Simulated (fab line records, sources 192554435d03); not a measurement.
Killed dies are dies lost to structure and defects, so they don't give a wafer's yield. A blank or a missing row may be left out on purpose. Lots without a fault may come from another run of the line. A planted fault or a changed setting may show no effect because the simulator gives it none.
fab line records | flow n5_finfet
record lots=7 wafers=39
route steps=1938 shown ZERO_LAYER@14 FIN_SAQP@96 STI_FIN_REVEAL@184 HKMG_FIN@442 MOL_CONTACT_COAG@586 BEOL_M0_SAQP@663 BEOL_M3@931 BEOL_M5@1129 BEOL_M8@1332 BEOL_M9@1461 BEOL_M11@1593 BEOL_M14@1744 MIM_BOT@1833 PASSIVATION@1936
start_h: hours from the record's first day to the start of the lot's first wafer shown | wait_h: hours since the lot's step before | " the same as in the row above | L1.1+2: a row that stands for several wafers | - no value, or no start given | * or withheld: withheld | < > ~ a bound
route shown NAME@n: a module of which the file shows steps, and the number in the route of the first | usual: mean/standard deviation of fault-free wafers | same: alike in all rows | chamber/n: place in a boat | sites: the reading at each site | _std_site: their standard deviation | _edge_site: outer sites' mean less inner sites' | radius_mm: how far each site lies from the wafer's centre | mask NAME#n: copy n | behind: the tool/chamber that last shaped the wafer | hold: why the lot was held/for how many hours/how that ended | device: the transistor (n, p or np) that didn't switch | end of line: the same wafers' tests at the end of the route | a step without rows: its recipe alone | killed: dies lost to structure and defects at the first sort, not the wafer's yield | map: a wafer's dies, x killed, . not, _ none there
set.NAME: the setting as run; set.NAME@STEP: as run at that earlier step | model.NAME: the simulator's own value behind a step, which no gauge read
lots whose settings were changed on purpose; a table a step, a row a wafer
## steps
# step N5_ZERO_LAYER_DESCUM_16
# recipe chemistry=O2 time_s=7.9 source_power_w=50 bias_power_w=20 pressure_mtorr=20 rf_frequency_hz=2.712e+07 temp_c=40 o2_flow_sccm=225
# step N5_FIN_SAQP_HM_DEP_03
# recipe material=SiNx target_thk_a=380 temp_c=400 precursor=SiH4/NH3/N2 pressure_torr=1.5 rf_w=300 time_s=33.6
# step N5_STI_FIN_REVEAL_ALD_14
# recipe material=Si3N4 target_thk_a=30 temp_c=400 ald_precursor_family=SiH2I2 ald_co_reactant=N2/H2-plasma pressure_torr=2
# step N5_HKMG_FIN_ALD_91
# recipe material=TiN target_thk_a=10 temp_c=400 ald_precursor_family=TiCl4 ald_co_reactant=NH3 pulse_time_s=1 purge_time_s=3 co_reactant_purge_time_s=2 co_reactant_pulse_time_s=2 ald_cycles=47 pressure_torr=3
# step N5_MOL_CONTACT_COAG_VIA_ETCH_46
# recipe chemistry=C4F6/O2 target_depth_a=460 overetch_a=92 mask_material=SOC target=SiO2 bias_w=455 pressure_mtorr=10 time_s=40 source_w=325 Ar_flow_sccm=300 C4F6_flow_sccm=10 O2_flow_sccm=10 ion_energy_ev=575.3 ends=end_point
# step N5_BEOL_M0_SAQP_SPACER1_ALD_98
# recipe material=SiO2 target_thk_a=128 temp_c=300 ald_precursor_family=BDEAS ald_co_reactant=O2-plasma pulse_time_s=1 purge_time_s=2 co_reactant_purge_time_s=2 ald_cycles=138 pressure_torr=2
# step N5_BEOL_M3_ILD_DEP_00
# recipe material=SiOC target_thk_a=790 temp_c=350 precursor=DEMS/O2 pressure_torr=5 rf_w=500 time_s=15.3
# step N5_BEOL_M5_DESCUM_16
# recipe chemistry=O2 time_s=7 source_power_w=50 bias_power_w=20 pressure_mtorr=20 rf_frequency_hz=2.712e+07 temp_c=40 resist=CAR-EUV o2_flow_sccm=225
# step N5_BEOL_M8_ILD_DEP_00
# recipe material=SiCOH_lowk target_thk_a=1797.5 temp_c=300 precursor=DEMS/porogen pressure_torr=5 rf_w=500 time_s=33.4
# step N5_BEOL_M9_SPUTTER_48
# recipe material=Cu target_thk_a=120 temp_c=-20 bias_v=60 power_w=26000 chamber_pressure_pa=0.13 time_s=2
# step N5_BEOL_M11_SPUTTER_48
# step N5_BEOL_M14_DEVELOP_27
# recipe develop_time_s=45 rinse_liquid=diw dry=air_spin dev_temp_c=21
# step N5_MIM_BOT_SPUTTER_00
# recipe material=TiN target_thk_a=350 temp_c=200 power_w=3000 chamber_pressure_pa=0.49996 gas=Ar reactive_partial_pa=0.37997 time_s=89.7
# step N5_PASSIVATION_PROBE_49
# usual sort_bin_6_memory=3.2/0.62
# columns lot.wafer tool chamber start_h wait_h set.time_s@ZERO_LAYER_DESCUM_16 set.time_s@FIN_SAQP_HM_DEP_03 set.target_thk_a@STI_FIN_REVEAL_ALD_14 set.co_reactant_pulse_time_s@HKMG_FIN_ALD_91 set.target_depth_a@MOL_CONTACT_COAG_VIA_ETCH_46 set.ald_cycles@BEOL_M0_SAQP_SPACER1_ALD_98 set.time_s@BEOL_M3_ILD_DEP_00 set.time_s@BEOL_M5_DESCUM_16 set.time_s@BEOL_M8_ILD_DEP_00 set.target_thk_a@BEOL_M9_SPUTTER_48 set.target_thk_a@BEOL_M11_SPUTTER_48 set.develop_time_s@BEOL_M14_DEVELOP_27 set.target_thk_a@MIM_BOT_SPUTTER_00 sort_bin_6_memory[%]
L075.1 prober-01 - 274.66 0.0 10.04 33.6 37.1 2 460 108 12.52 7 33.4 120 176.1 45 155.7 3.0
L075.2 prober-01 - 274.71 0.1 7.9 15.47 30 3.018 460 108 15.3 8.092 33.4 120 176.1 19.05 350 3.2
L075.3 prober-01 - 274.76 0.1 7.9 33.6 30 2 460 138 12.52 8.092 33.4 88.51 176.1 19.05 350 3.6
L075.4 prober-01 - 274.81 0.2 10.04 33.6 37.1 3.018 460 108 12.52 7 33.4 88.51 120 19.05 155.7 2.0
L075.5 prober-01 - 274.86 0.2 7.9 15.47 37.1 3.018 460 138 15.3 8.092 33.4 120 120 45 155.7 2.8
L075.6 prober-01 - 274.91 0.3 10.04 15.47 30 2 460 138 15.3 7 33.4 88.51 120 45 350 2.5
L085.3 prober-01 - 358.64 0.8 7.9 33.6 30 2 460 138 15.3 7 33.4 120 120 45 350 3.7
L085.5 prober-01 - 358.74 0.9 7.9 33.6 30 2 460 138 15.3 7 33.4 120 120 45 350 2.8
L085.6 prober-01 - 358.79 1.0 7.9 33.6 30 2 460 138 15.3 7 33.4 120 120 45 350 3.6
L089.1 prober-02 - 383.01 0.0 7.9 33.6 44.06 2 347.9 138 15.3 8.288 16.85 51.54 120 53.32 181.4 8.4
L089.2 prober-02 - 383.06 0.1 7.9 48.69 30 2 460 138 6.413 7 33.4 51.54 120 53.32 181.4 9.2
L089.3 prober-02 - 383.11 0.1 6.023 33.6 44.06 3.112 460 138 6.413 8.288 33.4 120 120 45 350 3.1
L089.4 prober-02 - 383.16 0.2 6.023 33.6 30 2 347.9 138 15.3 8.288 33.4 120 120 45 181.4 3.5
L089.5 prober-02 - 383.21 0.2 7.9 48.69 30 3.112 347.9 138 6.413 7 16.85 120 120 53.32 350 4.0
L089.6 prober-02 - 383.26 0.3 6.023 48.69 44.06 3.112 460 138 15.3 7 16.85 51.54 120 45 350 7.4
L092.1 prober-01 - 390.72 0.0 11.75 42.69 30 2 318.9 70 7.079 3.544 22.2 120 79.68 23.56 350 4.9
L092.2 prober-01 - 390.77 0.1 7.9 42.69 30 1.653 460 138 7.079 7 22.2 120 120 45 350 2.7
L092.3 prober-01 - 390.82 0.1 7.9 42.69 30 2 460 138 7.079 7 33.4 120 79.68 45 350 4.7
L092.4 prober-01 - 390.87 0.2 11.75 33.6 30 1.653 318.9 138 15.3 3.544 33.4 120 120 23.56 350 3.6
L092.5 prober-01 - 390.92 0.2 11.75 33.6 30 1.653 460 70 15.3 3.544 33.4 120 79.68 45 350 4.2
L092.6 prober-01 - 390.97 0.3 7.9 33.6 30 2 318.9 70 15.3 7 22.2 120 120 23.56 350 3.6
L094.1 prober-01 - 394.70 0.3 5.076 33.6 30 2 460 138 9.807 7 16.32 59.13 152.1 45 350 6.4
L094.2 prober-01 - 394.75 0.3 7.9 33.6 30 2 355.9 138 15.3 8.133 16.32 120 152.1 45 259 3.3
L094.3 prober-01 - 394.80 0.4 5.076 33.6 30 1.357 460 138 9.807 8.133 33.4 59.13 120 70.94 350 6.2
L094.4 prober-01 - 394.85 0.4 7.9 33.6 30 1.357 460 138 15.3 8.133 33.4 59.13 152.1 70.94 259 6.1
L094.5 prober-01 - 394.90 0.5 7.9 33.6 30 1.357 355.9 138 9.807 7 16.32 120 120 70.94 259 3.1
L094.6 prober-01 - 394.95 0.5 5.076 33.6 30 2 355.9 138 15.3 7 33.4 120 120 45 350 3.1
L093.1 prober-01 - 395.00 0.0 7.9 52.78 30 2 576.8 186 15.3 7 21.11 120 147 45 350 2.5
L093.2 prober-01 - 395.05 0.1 7.9 52.78 37.91 1.372 460 138 15.3 7 21.11 79.22 120 32 439.4 4.2
L093.3 prober-01 - 395.10 0.1 12.38 33.6 37.91 2 576.8 186 15.3 5.911 33.4 79.22 120 45 439.4 2.5
L093.4 prober-01 - 395.15 0.2 7.9 33.6 30 2 460 138 15.3 7 33.4 120 147 32 439.4 3.6
L093.5 prober-01 - 395.20 0.2 12.38 52.78 30 1.372 576.8 138 15.3 5.911 33.4 120 120 45 350 2.5
L093.6 prober-01 - 395.25 0.3 12.38 33.6 37.91 1.372 460 186 15.3 5.911 21.11 79.22 147 32 350 4.2
L096.1 prober-02 - 402.79 0.0 6.479 38.87 42.62 2 460 138 15.3 7 33.4 120 120 45 350 4.0
L096.2 prober-02 - 402.84 0.1 6.479 38.87 42.62 2 331.4 138 15.3 7 21.2 173.4 120 65.83 409.6 2.6
L096.3 prober-02 - 402.89 0.1 7.9 33.6 30 2 331.4 138 15.3 8.247 21.2 173.4 120 45 350 3.1
L096.4 prober-02 - 402.94 0.2 7.9 38.87 30 2 460 138 24.33 8.247 21.2 120 120 65.83 409.6 3.4
L096.5 prober-02 - 402.99 0.2 6.479 33.6 30 2 460 138 24.33 7 33.4 173.4 120 65.83 350 3.1
L096.6 prober-02 - 403.04 0.3 7.9 33.6 42.62 2 331.4 138 24.33 8.247 33.4 120 120 45 409.6 2.3
# killed by level:class
L075.1 BEOL_M0_SAQP:area_ald=1076 FIN_SAQP:geometric_particle:open=26 FIN_SAQP:geometric_particle:short=13 STI_FIN_REVEAL:geometric_particle:open=7 BEOL_M3:geometric_particle:open=6 BEOL_M1:geometric_particle:open=6 BEOL_M2:geometric_particle:open=6 MOL_CONTACT_COAG:geometric_particle:open=4
L075.2 BEOL_M0_SAQP:area_ald=1064 MOL_CONTACT_COAG:geometric_particle:open=27 BEOL_M2:geometric_particle:open=12 FIN_SAQP:geometric_particle:open=8 BEOL_M3:geometric_particle:open=7 STI_FIN_REVEAL:geometric_particle:open=6 FIN_SAQP:geometric_particle:short=4 BEOL_M0_SAQP:geometric_particle:open=4
L075.3 FIN_SAQP:geometric_particle:open=26 BEOL_M3:geometric_particle:open=12 BEOL_M9:interface_void_opened=10 FIN_SAQP:geometric_particle:short=9 MOL_CONTACT_COAG:geometric_particle:open=9 MOL_CONTACT_COAG:geometric_particle:short=7 BEOL_M2:geometric_particle:open=6 BEOL_M2:geometric_particle:short=4
L075.4 BEOL_M0_SAQP:area_ald=1098 BEOL_M2:geometric_particle:open=9 FIN_SAQP:geometric_particle:short=7 FIN_SAQP:geometric_particle:open=6 MOL_CONTACT_COAG:geometric_particle:open=6 BEOL_M0_SAQP:geometric_particle:open=6 DUMMY_GATE:geometric_particle:open=5 GATE_CUT:geometric_particle:short=4
L075.5 BEOL_M2:geometric_particle:open=16 FIN_SAQP:geometric_particle:open=9 BEOL_M3:geometric_particle:open=8 MOL_CONTACT_COAG:geometric_particle:open=7 STI_FIN_REVEAL:geometric_particle:open=5 BEOL_M0_SAQP:geometric_particle:open=4 BEOL_M1:geometric_particle:open=4 FIN_SAQP:geometric_particle:short=3
L075.6 MOL_CONTACT_COAG:geometric_particle:open=16 BEOL_M9:interface_void_opened=8 STI_FIN_REVEAL:geometric_particle:open=5 BEOL_M2:geometric_particle:open=5 STARTING-WAFER:geometric_particle:open=5 FIN_SAQP:geometric_particle:short=4 BEOL_M0_SAQP:geometric_particle:short=4 ILD0:geometric_particle:short=3
L085.3 STI_FIN_REVEAL:geometric_particle:open=31 MOL_CONTACT_COAG:geometric_particle:open=14 BEOL_M3:geometric_particle:open=11 FIN_SAQP:geometric_particle:short=7 MOL_CONTACT_COAG:geometric_particle:short=7 DUMMY_GATE:geometric_particle:open=6 GATE_CUT:geometric_particle:short=6 FIN_SAQP:geometric_particle:open=5
L085.5 STI_FIN_REVEAL:geometric_particle:open=19 MOL_CONTACT_COAG:geometric_particle:open=9 BEOL_M0_SAQP:geometric_particle:open=8 FIN_SAQP:geometric_particle:open=7 BEOL_M0_SAQP:geometric_particle:short=6 BEOL_M4:geometric_particle:open=5 GATE_CUT:geometric_particle:open=5 FIN_SAQP:geometric_particle:short=4
L085.6 STI_FIN_REVEAL:geometric_particle:open=21 MOL_CONTACT_COAG:geometric_particle:open=9 BEOL_M3:geometric_particle:open=8 DUMMY_GATE:geometric_particle:open=6 BEOL_M4:geometric_particle:open=6 FIN_SAQP:geometric_particle:short=4 STI_FIN_REVEAL:geometric_particle:short=4 GATE_CUT:geometric_particle:open=4
L089.1 BEOL_M8:area_dep=725 MOL_CONTACT_COAG:area_etch=169 BEOL_M9:interface_void_opened=148 MOL_CONTACT_COAG:geometric_particle:open=27 BEOL_M0_SAQP:geometric_particle:short=13 FIN_SAQP:geometric_particle:open=10 STI_FIN_REVEAL:geometric_particle:open=9 BEOL_M0_SAQP:geometric_particle:open=9
L089.2 BEOL_M3:area_dep=894 BEOL_M9:interface_void_opened=173 MOL_CONTACT_COAG:geometric_particle:open=16 BEOL_M0_SAQP:geometric_particle:short=14 FIN_SAQP:geometric_particle:open=9 BEOL_M0_SAQP:geometric_particle:open=7 BEOL_M1:geometric_particle:open=5 GATE_CUT:geometric_particle:short=5
L089.3 BEOL_M3:area_dep=1078 MOL_CONTACT_COAG:geometric_particle:open=18 BEOL_M0_SAQP:geometric_particle:short=9 FIN_SAQP:geometric_particle:short=7 STI_FIN_REVEAL:geometric_particle:open=6 BEOL_M2:geometric_particle:open=6 FIN_SAQP:geometric_particle:open=5 BEOL_M8:geometric_particle:short=4
L089.4 MOL_CONTACT_COAG:area_etch=451 MOL_CONTACT_COAG:geometric_particle:open=15 FIN_SAQP:geometric_particle:short=12 BEOL_M2:geometric_particle:open=9 BEOL_M0_SAQP:geometric_particle:short=8 BEOL_M3:geometric_particle:open=6 BEOL_M1:geometric_particle:open=5 FIN_SAQP:geometric_particle:open=4
L089.5 BEOL_M3:area_dep=839 MOL_CONTACT_COAG:area_etch=235 BEOL_M0_SAQP:geometric_particle:open=14 MOL_CONTACT_COAG:geometric_particle:open=12 BEOL_M0_SAQP:geometric_particle:short=12 STI_FIN_REVEAL:geometric_particle:open=8 STARTING-WAFER:geometric_particle:short=7 BEOL_M2:geometric_particle:open=6
L089.6 BEOL_M8:area_dep=943 BEOL_M9:interface_void_opened=158 MOL_CONTACT_COAG:geometric_particle:open=11 BEOL_M0_SAQP:geometric_particle:open=8 FIN_SAQP:geometric_particle:open=7 STI_FIN_REVEAL:geometric_particle:open=7 BEOL_M2:geometric_particle:open=5 FIN_SAQP:geometric_particle:short=3
L092.1 MOL_CONTACT_COAG:area_etch=888 BEOL_M0_SAQP:area_ald=128 STI_FIN_REVEAL:geometric_particle:open=22 BEOL_M11:interface_void_opened=19 BEOL_M3:geometric_particle:open=17 BEOL_M1:geometric_particle:open=11 FIN_SAQP:geometric_particle:open=10 BEOL_M0_SAQP:geometric_particle:open=10
L092.2 BEOL_M3:area_dep=1072 BEOL_M0_SAQP:geometric_particle:open=13 BEOL_M0_SAQP:geometric_particle:short=13 MOL_CONTACT_COAG:geometric_particle:open=10 FIN_SAQP:geometric_particle:short=8 STI_FIN_REVEAL:geometric_particle:open=7 FIN_SAQP:geometric_particle:open=5 BEOL_M2:geometric_particle:open=5
L092.3 BEOL_M3:area_dep=1022 BEOL_M11:interface_void_opened=26 BEOL_M0_SAQP:geometric_particle:open=17 BEOL_M0_SAQP:geometric_particle:short=14 FIN_SAQP:geometric_particle:open=10 BEOL_M1:geometric_particle:open=10 MOL_CONTACT_COAG:geometric_particle:short=6 MOL_CONTACT_COAG:geometric_particle:open=6
L092.4 MOL_CONTACT_COAG:area_etch=1037 BEOL_M0_SAQP:geometric_particle:open=16 STI_FIN_REVEAL:geometric_particle:open=12 FIN_SAQP:geometric_particle:open=10 BEOL_M0_SAQP:geometric_particle:short=9 BEOL_M1:geometric_particle:open=9 FIN_SAQP:geometric_particle:short=6 MOL_CONTACT_COAG:geometric_particle:open=4
L092.5 BEOL_M0_SAQP:area_ald=1061 BEOL_M11:interface_void_opened=25 STI_FIN_REVEAL:geometric_particle:open=16 FIN_SAQP:geometric_particle:open=9 MOL_CONTACT_COAG:geometric_particle:open=8 BEOL_M3:geometric_particle:open=8 FIN_SAQP:geometric_particle:short=4 DUMMY_GATE:geometric_particle:open=4
L092.6 MOL_CONTACT_COAG:area_etch=1028 BEOL_M0_SAQP:area_ald=41 STI_FIN_REVEAL:geometric_particle:open=14 FIN_SAQP:geometric_particle:open=11 MOL_CONTACT_COAG:geometric_particle:open=10 BEOL_M0_SAQP:geometric_particle:short=7 BEOL_M3:geometric_particle:open=7 DUMMY_GATE:geometric_particle:open=6
L094.1 BEOL_M3:area_dep=1003 BEOL_M9:interface_void_opened=105 MOL_CONTACT_COAG:geometric_particle:open=10 BEOL_M2:geometric_particle:open=8 STI_FIN_REVEAL:geometric_particle:open=5 DUMMY_GATE:geometric_particle:open=5 BEOL_M3:geometric_particle:open=5 STARTING-WAFER:geometric_particle:open=5
L094.2 BEOL_M8:area_dep=973 MOL_CONTACT_COAG:area_etch=98 MOL_CONTACT_COAG:geometric_particle:open=14 FIN_SAQP:geometric_particle:open=11 BEOL_M0_SAQP:geometric_particle:open=6 BEOL_M0_SAQP:geometric_particle:short=6 BEOL_M2:geometric_particle:open=5 BEOL_M3:geometric_particle:open=5
L094.3 BEOL_M3:area_dep=993 BEOL_M9:interface_void_opened=110 MOL_CONTACT_COAG:geometric_particle:open=11 STI_FIN_REVEAL:geometric_particle:open=5 BEOL_M0_SAQP:geometric_particle:short=4 BEOL_M0_SAQP:geometric_particle:open=4 BEOL_M2:geometric_particle:open=4 BEOL_M5:geometric_particle:open=4
L094.4 BEOL_M9:interface_void_opened=114 MOL_CONTACT_COAG:geometric_particle:open=23 BEOL_M2:geometric_particle:open=8 HKMG_FIN:area_ald=6 BEOL_M1:geometric_particle:open=5 BEOL_M3:geometric_particle:open=5 FIN_SAQP:geometric_particle:open=4 STI_FIN_REVEAL:geometric_particle:open=4
L094.5 BEOL_M3:area_dep=892 MOL_CONTACT_COAG:area_etch=189 MOL_CONTACT_COAG:geometric_particle:open=17 STI_FIN_REVEAL:geometric_particle:open=10 BEOL_M1:geometric_particle:open=7 GATE_CUT:geometric_particle:short=5 BEOL_M0_SAQP:geometric_particle:short=5 BEOL_M3:geometric_particle:open=5
L094.6 MOL_CONTACT_COAG:area_etch=188 MOL_CONTACT_COAG:geometric_particle:open=15 BEOL_M3:geometric_particle:open=8 BEOL_M0_SAQP:geometric_particle:open=6 BEOL_M2:geometric_particle:open=6 GATE_CUT:geometric_particle:open=5 GATE_CUT:geometric_particle:short=5 BEOL_M0_SAQP:geometric_particle:short=5
L093.1 BEOL_M0_SAQP:area_ald=1075 FIN_SAQP:geometric_particle:open=12 MOL_CONTACT_COAG:geometric_particle:open=12 FIN_SAQP:geometric_particle:short=11 GATE_CUT:geometric_particle:short=10 DUMMY_GATE:geometric_particle:open=8 BEOL_M0:geometric_particle:open=5 BEOL_M1:geometric_particle:open=5
L093.2 BEOL_M8:area_dep=160 MIM_BOT:area_sputter=83 BEOL_M9:interface_void_opened=14 MOL_CONTACT_COAG:geometric_particle:open=12 FIN_SAQP:geometric_particle:open=6 STI_FIN_REVEAL:geometric_particle:open=6 DUMMY_GATE:geometric_particle:open=6 GATE_CUT:geometric_particle:short=5
L093.3 BEOL_M0_SAQP:area_ald=1084 BEOL_M9:interface_void_opened=25 FIN_SAQP:geometric_particle:open=10 MOL_CONTACT_COAG:geometric_particle:open=10 GATE_CUT:geometric_particle:open=9 FIN_SAQP:geometric_particle:short=5 BEOL_M2:geometric_particle:open=4 STI_FIN_REVEAL:geometric_particle:open=3
L093.4 MIM_BOT:area_sputter=89 MOL_CONTACT_COAG:geometric_particle:open=19 BEOL_M2:geometric_particle:open=11 ILD0:geometric_particle:open=7 BEOL_M1:geometric_particle:open=7 FIN_SAQP:geometric_particle:short=6 DUMMY_GATE:geometric_particle:open=6 ILD0:geometric_particle:short=6
L093.5 MOL_CONTACT_COAG:geometric_particle:open=14 BEOL_M0_SAQP:geometric_particle:open=8 BEOL_M0_SAQP:geometric_particle:short=5 PASS1_CAP:geometric_particle:open=5 PASS1_CAP:geometric_particle:short=5 DUMMY_GATE:geometric_particle:open=4 ILD0:geometric_particle:open=4 BEOL_M4:geometric_particle:open=4
L093.6 BEOL_M0_SAQP:area_ald=1056 BEOL_M9:interface_void_opened=19 MOL_CONTACT_COAG:geometric_particle:open=16 FIN_SAQP:geometric_particle:open=10 GATE_CUT:geometric_particle:short=7 BEOL_M2:geometric_particle:open=6 FIN_SAQP:geometric_particle:short=4 GATE_CUT:geometric_particle:open=4
L096.1 BEOL_M1:geometric_particle:open=12 DUMMY_GATE:geometric_particle:open=10 BEOL_M5:geometric_particle:open=9 FIN_SAQP:geometric_particle:short=8 BEOL_M4:geometric_particle:open=6 STI_FIN_REVEAL:geometric_particle:open=5 BEOL_M0_SAQP:geometric_particle:open=5 BEOL_M3:geometric_particle:open=5
L096.2 MOL_CONTACT_COAG:area_etch=561 BEOL_M8:area_dep=57 DUMMY_GATE:geometric_particle:open=10 FIN_SAQP:geometric_particle:short=8 BEOL_M5:geometric_particle:open=7 GATE_CUT:geometric_particle:short=6 GATE_CUT:geometric_particle:open=6 STARTING-WAFER:geometric_particle:short=5
L096.3 MOL_CONTACT_COAG:area_etch=807 BEOL_M8:area_dep=105 BEOL_M1:geometric_particle:open=12 BEOL_M3:geometric_particle:open=7 STI_FIN_REVEAL:geometric_particle:open=7 STARTING-WAFER:geometric_particle:short=7 FIN_SAQP:geometric_particle:open=6 BEOL_M0_SAQP:geometric_particle:short=5
L096.4 BEOL_M3:area_dep=1091 BEOL_M1:geometric_particle:open=17 BEOL_M0_SAQP:geometric_particle:open=6 BEOL_M2:geometric_particle:open=6 BEOL_M5:geometric_particle:open=6 STI_FIN_REVEAL:geometric_particle:open=5 MOL_CONTACT_COAG:geometric_particle:open=5 FIN_SAQP:geometric_particle:short=4
L096.5 BEOL_M3:area_dep=1076 MOL_CONTACT_COAG:geometric_particle:open=20 BEOL_M0_SAQP:geometric_particle:open=12 BEOL_M1:geometric_particle:open=11 FIN_SAQP:geometric_particle:open=6 DUMMY_GATE:geometric_particle:open=5 BEOL_M0_SAQP:geometric_particle:short=5 BEOL_M1:geometric_particle:short=5
L096.6 MOL_CONTACT_COAG:area_etch=903 BEOL_M3:area_dep=198 MOL_CONTACT_COAG:geometric_particle:open=13 STI_FIN_REVEAL:geometric_particle:open=9 BEOL_M2:geometric_particle:open=7 DUMMY_GATE:geometric_particle:open=6 BEOL_M1:geometric_particle:open=4 BEOL_M3:geometric_particle:open=4
## key
split step=N5_ZERO_LAYER_DESCUM_16 setting=time_s stated_as=7.9
response none clear
split step=N5_FIN_SAQP_HM_DEP_03 setting=time_s stated_as=33.6
response none clear
split step=N5_STI_FIN_REVEAL_ALD_14 setting=target_thk_a stated_as=30
response none clear
split step=N5_HKMG_FIN_ALD_91 setting=co_reactant_pulse_time_s stated_as=2
response none clear
split step=N5_MOL_CONTACT_COAG_VIA_ETCH_46 setting=target_depth_a stated_as=460
response none clear
split step=N5_BEOL_M0_SAQP_SPACER1_ALD_98 setting=ald_cycles stated_as=138
response none clear
split step=N5_BEOL_M3_ILD_DEP_00 setting=time_s stated_as=15.3
response none clear
split step=N5_BEOL_M5_DESCUM_16 setting=time_s stated_as=7
response none clear
split step=N5_BEOL_M8_ILD_DEP_00 setting=time_s stated_as=33.4
response none clear
split step=N5_BEOL_M9_SPUTTER_48 setting=target_thk_a stated_as=120
response step=N5_PASSIVATION_PROBE_49 reading=sort_bin_6_memory slope=-0.062 per=1% together_with=all explained=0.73
split step=N5_BEOL_M11_SPUTTER_48 setting=target_thk_a stated_as=120
response none clear
split step=N5_BEOL_M14_DEVELOP_27 setting=develop_time_s stated_as=45
response none clear
split step=N5_MIM_BOT_SPUTTER_00 setting=target_thk_a stated_as=350
response none clear
